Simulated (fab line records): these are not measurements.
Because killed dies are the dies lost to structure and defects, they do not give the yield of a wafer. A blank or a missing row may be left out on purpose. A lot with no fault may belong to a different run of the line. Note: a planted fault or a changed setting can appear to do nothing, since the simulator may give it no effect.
fab line records | flow n5Finfet
[record] lots = 5 wafers = 12 lastDay = 15
route steps=1938 shown WELL_APT@46 PMOS_HMC_CHANNEL_EPI@57 SD_EPI_N@284 BEOL_M4@1111 PASSIVATION@1936
lots untouched by any fault: they come from a run of this same line in which no faults occurred
startH: the number of hours between the record's first day and the start of the first shown wafer of the lot | waitH: hours since the lot's step before | " identical to the entry in the row above | L1.1+2: several wafers, shown together as one row | - no value present, or no start provided | * or withheld: withheld | < > ~ a bound
route shown NAME@n: a module of which the file shows steps, and the number in the route of the first | usual: mean/standard deviation taken from wafers without a fault | same: alike in all rows | chamber/n: place in a boat | sites: each site's reading | _std_site: the standard deviation of these | _edge_site: outer sites' mean less inner sites' | radiusMm: for every site, how far away it sits from the centre of the wafer | mask NAME#n: copy n | behind: the most recent tool/chamber to have shaped the wafer | hold: the reason the lot was held/the length of the hold in hours/how it ended | device: whichever transistor did not switch (one of n, p or np) | end of line: the route-end tests of the same wafers | a step given without rows: its recipe and nothing more | killed: dies lost to structure and defects at the first sort, not the wafer's yield | map: shows each die of a wafer: x if killed, . if not, _ if none is there
set.NAME: the setting as run; set.NAME@STEP: as run at that earlier step | model.NAME: the simulator's own value behind a step, which no gauge read
lots at selected steps of the route; one table per step, one row per wafer
services: the hour from which a tool's chamber was out of use, counted from the record's first day as startH (under 0 if before that day), plus the number of hours and why
[[steps]]
[step N5_WELL_APT_DESCUM_30]
[recipe] chemistry = O2 timeS = 7.9 sourcePowerW = 50 biasPowerW = 20 pressureMtorr = 20 rfFrequencyHz = 2.712e+07 tempC = 40 o2FlowSccm = 225
[step N5_WELL_APT_IMPLANT_31]
[recipe] species = B energyKev = 60 doseCm2 = 1.5e+13 tiltDeg = 0 rotationDeg = 0
[step N5_WELL_APT_IMPLANT_32]
[recipe] species = BF2 energyKev = 50 doseCm2 = 2e+13 tiltDeg = 0 rotationDeg = 0
[step N5_WELL_APT_STRIP_33]
[recipe] chemistry = SPM timeS = 900 tempC = 130 h2so4H2o2VolRatio = 4 dry = ipaMarangoni
[step N5_WELL_APT_RTA_34]
[recipe] tempC = 1000 timeS = 10 ambient = N2 idleTempC = 600 rampUpCPerS = 150 rampDownCPerS = 60 coolToC = 600
[step N5_WELL_APT_OXIDE_STRIP_42]
[recipe] chemistry = dHF dilution = 25:1 timeS = 45 tempC = 25 target = SiO2 targetDepthA = 120
[step N5_WELL_APT_PRECLEAN_36]
[recipe] chemistry = O3/DIW timeS = 45 tempC = 22 o3Ppm = 10
[step N5_WELL_APT_PRECLEAN_39]
[recipe] chemistry = dHF timeS = 60 dilution = 150:1 tempC = 25
[step N5_WELL_APT_SRD_37]
[recipe] dry = ipaMarangoni doPpb = 5 timeS = 30 tempC = 23 rinseLiquid = diw
[step N5_WELL_APT_EPI_41]
[recipe] material = Si targetThkA = 500 tempC = 650 precursor = SiH4/H2 pressureTorr = 20 timeS = 297.7
[usual] throttleValvePct = 11.4/0.4
// columns lot.wafer tool chamber startH waitH throttleValvePct model.Si_of_WELL_APT_EPI_41.thkNm
L454.2 epiRpcvd-02 0 16.28 0.1 10.8 50.08
L454.5 " 0 " " 11.2 50.32
L454.6 " 0 " " 11.2 50.03
L457.1 epiRpcvd-04 0 34.02 0.0 11.2 49.73
L457.2 " 0 " " 11.4 49.83
L457.4 " 0 " " 11.4 49.5
L464.1 epiRpcvd-02 0 76.61 0.0 11.0 56.4
L464.6 " 0 " " 11.0 57.6
L465.1 epiRpcvd-02 0 82.01 0.0 11.1 57.23
L465.5 " 0 " " 11.1 50.05
L466.1 epiRpcvd-02 0 87.89 0.0 11.2 57.3
L466.2 " 0 " " 11.0 50.38
[step N5_PMOS_HMC_CHANNEL_EPI_HM_DEP_34]
[recipe] material = SiO2 targetThkA = 360 tempC = 400 precursor = TEOS/O2 pressureTorr = 6.5 rfW = 900 teosFlowSccm = 161.4 gas = O2 flowSccm = 2650 timeS = 6.9
[step N5_PMOS_HMC_CHANNEL_EPI_COAT_31]
[recipe] resist = BARC tempC = 205 timeS = 60 spinRpm = 1500 resistThkNm = 66
[step N5_PMOS_HMC_CHANNEL_EPI_COAT_03]
[recipe] resist = CAR-ArF-block spinRpm = 1500 resistThkNm = 205
[step N5_PMOS_HMC_CHANNEL_EPI_EBR_05]
[recipe] solvent = PGMEA ebrWidthMm = 1.5
[step N5_PMOS_HMC_CHANNEL_EPI_SOFTBAKE_04]
[recipe] tempC = 110 timeS = 60 resist = CAR-ArF-block
[step N5_PMOS_HMC_CHANNEL_EPI_EXPOSE_06]
[recipe] maskId = PMOS_HMC_BLK na = 1.35 sourceShape = conventional sigmaOuter = 0.8 polarization = unpolarized targetCdNm = 240 doseMj = 41
[step N5_PMOS_HMC_CHANNEL_EPI_PEB_07]
[recipe] pebTempC = 110 pebTimeS = 60 resist = CAR-ArF-block
[step N5_PMOS_HMC_CHANNEL_EPI_DEVELOP_08]
[recipe] developTimeS = 30 developer = TMAH resist = CAR-ArF-block devTempC = 23 rinseLiquid = diw dry = airSpin
[step N5_PMOS_HMC_CHANNEL_EPI_DESCUM_14]
[recipe] chemistry = O2 timeS = 7.9 sourcePowerW = 50 biasPowerW = 20 pressureMtorr = 20 rfFrequencyHz = 2.712e+07 tempC = 40 resist = CAR-ArF-block o2FlowSccm = 225
[step N5_PMOS_HMC_CHANNEL_EPI_ETCH_32]
[recipe] chemistry = N2/H2 target = BARC stopOn = SiO2 targetDepthA = 858 overEtchFrac = 0.3 timeS = 50.3 ionEnergyEv = 200 maskMaterial = CAR-ArF-block pressureMtorr = 30 sourceW = 840 biasW = 150 n2FlowSccm = 200 h2FlowSccm = 200
[step N5_PMOS_HMC_CHANNEL_EPI_HM_OPEN_15]
[recipe] chemistry = CHF3/O2 target = SiO2 maskMaterial = CAR-ArF-block targetDepthA = 406 CHF3_flow_sccm = 50 O2_flow_sccm = 5 Ar_flow_sccm = 200 timeS = 20.3 pressureMtorr = 30 sourceW = 650 biasW = 170 ionEnergyEv = 200
[step N5_PMOS_HMC_CHANNEL_EPI_STRIP_33]
[recipe] chemistry = N2/H2 powerW = 500 tempC = 40 pressureMtorr = 50 rfFrequencyHz = 6e+07 overashFraction = 0.3 biasPowerW = 8 h2Frac = 0.5 n2FlowSccm = 300 h2FlowSccm = 300
[step N5_PMOS_HMC_CHANNEL_EPI_STRIP_17]
[recipe] chemistry = SPM timeS = 750 tempC = 130 h2so4H2o2VolRatio = 4 dry = ipaMarangoni
[step N5_PMOS_HMC_CHANNEL_EPI_ETCH_38]
[recipe] chemistry = CF4 target = SiO2 targetDepthA = 15 ionEnergyEv = 350 pressureMtorr = 10 icpW = 800 biasW = 400 cf4FlowSccm = 80
[step N5_PMOS_HMC_CHANNEL_EPI_FIN_RECESS_16]
[recipe] chemistry = HBr/Cl2 target = Si maskMaterial = SiO2 targetDepthA = 540 timeS = 18 pressureMtorr = 10 icpW = 800 biasW = 75 HBr_flow_sccm = 150 Cl2_flow_sccm = 80
[step N5_PMOS_HMC_CHANNEL_EPI_PRECLEAN_36]
[recipe] chemistry = O3/DIW timeS = 45 tempC = 22 o3Ppm = 10
[step N5_PMOS_HMC_CHANNEL_EPI_PRECLEAN_18]
[recipe] chemistry = DHF timeS = 30 tempC = 25 dilution = withheld
[step N5_PMOS_HMC_CHANNEL_EPI_SRD_19]
[recipe] dry = ipaMarangoni doPpb = 5 timeS = 30 tempC = 23 rinseLiquid = diw
[step N5_PMOS_HMC_CHANNEL_EPI_EPI_20]
[recipe] material = SiGe30 maskMaterial = SiO2 pressureTorr = 20 targetThkA = 590 tempC = 600
[step N5_PMOS_HMC_CHANNEL_EPI_HM_STRIP_35]
[recipe] chemistry = dHF tempC = 25 material = SiO2 target = SiO2 targetDepthA = 396 timeS = 216
[step N5_PMOS_HMC_CHANNEL_EPI_SRD_39]
[recipe] dry = ipaMarangoni timeS = 30 tempC = 23 rinseLiquid = diw
[step N5_PMOS_HMC_CHANNEL_EPI_CMP_21]
[recipe] material = SiGe30 postCmpClean = alkalineBrush targetThkNm = 54
[step N5_PMOS_HMC_CHANNEL_EPI_PRECLEAN_40]
[recipe] chemistry = DHF timeS = 30 tempC = 25 dilution = withheld
[step N5_PMOS_HMC_CHANNEL_EPI_PRECLEAN_37]
[recipe] chemistry = O3/DIW timeS = 45 tempC = 22 o3Ppm = 10
[step N5_SD_EPI_N_STRIP_18]
[recipe] chemistry = SPM timeS = 750 tempC = 130 h2so4H2o2VolRatio = 4
[usual] bathGuardTempC = 130.1/0.61
// columns lot.wafer tool chamber startH waitH bathGuardTempC model.Si_of_WELL_APT_EPI_41.thkNm
L454.2 wetBench-05 0 48.70 0.0 130.6 9.6
L454.5 " 4 " " 129.4 8.4
L454.6 " 7 " " 129.1 10
L457.1 wetBench-05 5 67.33 0.0 129.9 7
L457.2 " 2 " " 130.0 8
L457.4 " 4 " " 130.0 6.6
L464.1 wetBench-05 0 113.22 0.0 130.6 16.6
L464.6 " 1 " " 130.3 17.4
L465.1 wetBench-05 5 118.13 0.0 130.4 16
L465.5 " 7 " " 129.3 8.6
L466.1 wetBench-05 6 121.52 0.0 130.8 14.8
L466.2 " 5 " " 130.3 9.4
[step N5_BEOL_M4_RC_MEAS_101]
[usual] CJ_N = 4.31/0.12 DIBL_N = 36.4/2.7 DIBL_P = 36/3.2 IOFF_N = 0.16/0.046 IOFF_P = 0.21/0.055 ION_N = 677/15 ION_P = 464/11 RS_PWELL = 3011/26 SS_N = 71.5/0.79 SS_P = 73.3/0.93 VT_N = 250/4.1 VT_P = -251/4.4
// columns lot.wafer tool chamber startH waitH CJ_N DIBL_N[mV/V] DIBL_P[mV/V] IOFF_N[nA/um] IOFF_P[nA/um] ION_N[uA/um] ION_P[uA/um] RS_PWELL[ohm/sq] SS_N[mV/dec] SS_P[mV/dec] VT_N[mV] VT_P[mV]
L454.2 prober-01 0 164.38 0.4 4.20 35.9 38 0.16 0.28 673 470 3033 71.6 73.6 248 -246
L454.5 " 0 " " 4.38 39.3 40 0.23 0.33 679 470 3008 72.7 74.6 245 -243
L454.6 " 0 " " 4.11 35.1 36 0.14 0.26 666 472 3020 71.6 74.2 252 -245
L457.1 prober-01 0 188.78 0.0 4.44 38.1 39 0.20 0.30 686 480 3061 72.7 74.1 244 -243
L457.2 " 0 " " 4.35 37.1 39 0.20 0.32 686 482 3043 71.5 73.9 241 -240
L457.4 " 0 " " 4.49 34.7 34 0.14 0.20 689 469 3046 71.1 72.3 248 -248
L464.1 prober-02 0 238.22 0.0 3.07 36.8 37 0.17 0.24 680 469 2888 71.2 74.4 246 -248
L464.6 " 0 " " 3.14 38.1 38 0.19 0.23 686 463 2886 72.1 74.0 247 -250
L466.1 prober-02 0 249.36 0.0 3.56 32.3 30 0.13 0.14 666 452 2911 70.6 72.1 250 -255
L466.2 " 0 " " 4.25 29.8 29 0.10 0.13 657 454 3006 70.0 71.8 253 -255
L465.1 prober-01 0 251.19 0.0 3.40 36.4 37 0.17 0.25 684 477 2913 71.5 73.5 252 -247
L465.5 " 0 " " 4.37 34.8 35 0.15 0.24 677 468 3042 70.6 73.6 247 -248
[step N5_PASSIVATION_PROBE_49]
[usual] defectLimitedYield = 91.1/1.4 killed_at_M0_to_M3 = 34/9.7 killed_at_M4_up = 13/5.1 killedAtContacts = 14/6.3 killedAtFrontEnd = 40/11 killedAtOther = 3.5/2.7 killedDies = 105/16 killedOpen = 70/12 killedShort = 34/7.8 sort_bin_5_function = 5.2/0.88 sort_bin_6_memory = 3.3/0.7 sortNPass = 1074/17 sortYieldPct = 91.0/1.5
[same] grossDies = 1180 killedAtBackSide = 0 sort_bin_4_leakage[%] = 0 sort_bin_8_speed[%] = 0
// columns lot.wafer tool chamber startH waitH defectLimitedYield[%] killed_at_M0_to_M3 killed_at_M4_up killedAtContacts killedAtFrontEnd killedAtOther killedDies killedOpen killedShort sort_bin_5_function[%] sort_bin_6_memory[%] sortNPass sortYieldPct[%]
L457.1 prober-01 - 291.78 0.0 90.3 46 6 24 34 4 114 75 39 5.7 3.6 1066 90.3
L457.2 prober-01 - 291.83 0.1 91.3 41 14 23 25 0 103 72 30 5.6 2.9 1077 91.3
L457.4 prober-01 - 291.93 0.2 92.5 36 14 18 20 0 88 56 30 4.8 2.4 1092 92.5
L464.1 prober-01 - 339.32 0.0 90.6 31 15 8 49 8 111 71 38 6.1 2.7 1069 90.6
// killed by level:class
L457.1 MOL_CONTACT_COAG:geometricParticle:open=21 BEOL_M0_SAQP:geometricParticle:open=19 BEOL_M0_SAQP:geometricParticle:short=15 BEOL_M2:geometricParticle:open=7 DUMMY_GATE:geometricParticle:open=5 BEOL_M4:geometricParticle:open=5 STARTING-WAFER:geometricParticle:short=5 FIN_SAQP:geometricParticle:open=4
L457.2 MOL_CONTACT_COAG:geometricParticle:open=17 BEOL_M0_SAQP:geometricParticle:open=16 BEOL_M2:geometricParticle:open=9 BEOL_M0_SAQP:geometricParticle:short=7 MOL_CONTACT_COAG:geometricParticle:short=6 BEOL_M4:geometricParticle:open=6 FIN_SAQP:geometricParticle:short=5 BEOL_M3:geometricParticle:open=5
L457.4 MOL_CONTACT_COAG:geometricParticle:open=15 BEOL_M0_SAQP:geometricParticle:short=11 BEOL_M0_SAQP:geometricParticle:open=8 BEOL_M4:geometricParticle:open=6 DUMMY_GATE:geometricParticle:open=5 BEOL_M1:geometricParticle:open=5 FIN_SAQP:geometricParticle:short=4 FIN_SAQP:geometricParticle:open=4
L464.1 STI_FIN_REVEAL:geometricParticle:open=11 BEOL_M2:geometricParticle:open=10 DUMMY_GATE:geometricParticle:open=9 FIN_SAQP:geometricParticle:open=8 BEOL_M0_SAQP:geometricParticle:open=8 MOL_CONTACT_COAG:geometricParticle:open=7 STARTING-WAFER:geometricParticle:short=6 GATE_CUT:geometricParticle:short=6
[[services]]
// columns tool chamber startH hours kind
epiRpcvd-02 - 37.86 2.8 pm
epiRpcvd-02 - 70.57 0.9 repair
[[key]]
[firstSign] step = N5_BEOL_M4_RC_MEAS_101 reading = CJ_N direction = down sigmas = 8.3 usual = 4.31 struck = 3.29
[effect] step = N5_BEOL_M4_RC_MEAS_101 reading = RS_PWELL direction = down sigmas = 4.3 usual = 3011 struck = 2899
[modelEffect] step = N5_WELL_APT_EPI_41 value = Si_of_WELL_APT_EPI_41.thkNm without = 50.35 struck = 57.13
[modelEffect] step = N5_SD_EPI_N_STRIP_18 value = Si_of_WELL_APT_EPI_41.thkNm without = 9.4 struck = 16.2
metAt N5_WELL_APT_EPI_41
struckWafers L464.1,L464.6,L465.1,L466.1
onsetBetween 16.28 76.61
[fault] kind = processParameterDrift tool = epiRpcvd-02 chamber = - onsetH = 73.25 steps = N5_WELL_APT_EPI_41 channel = targetThkA offset = * shape = step endH = 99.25 scope = struckWafersOnly actsIn = * stated = *
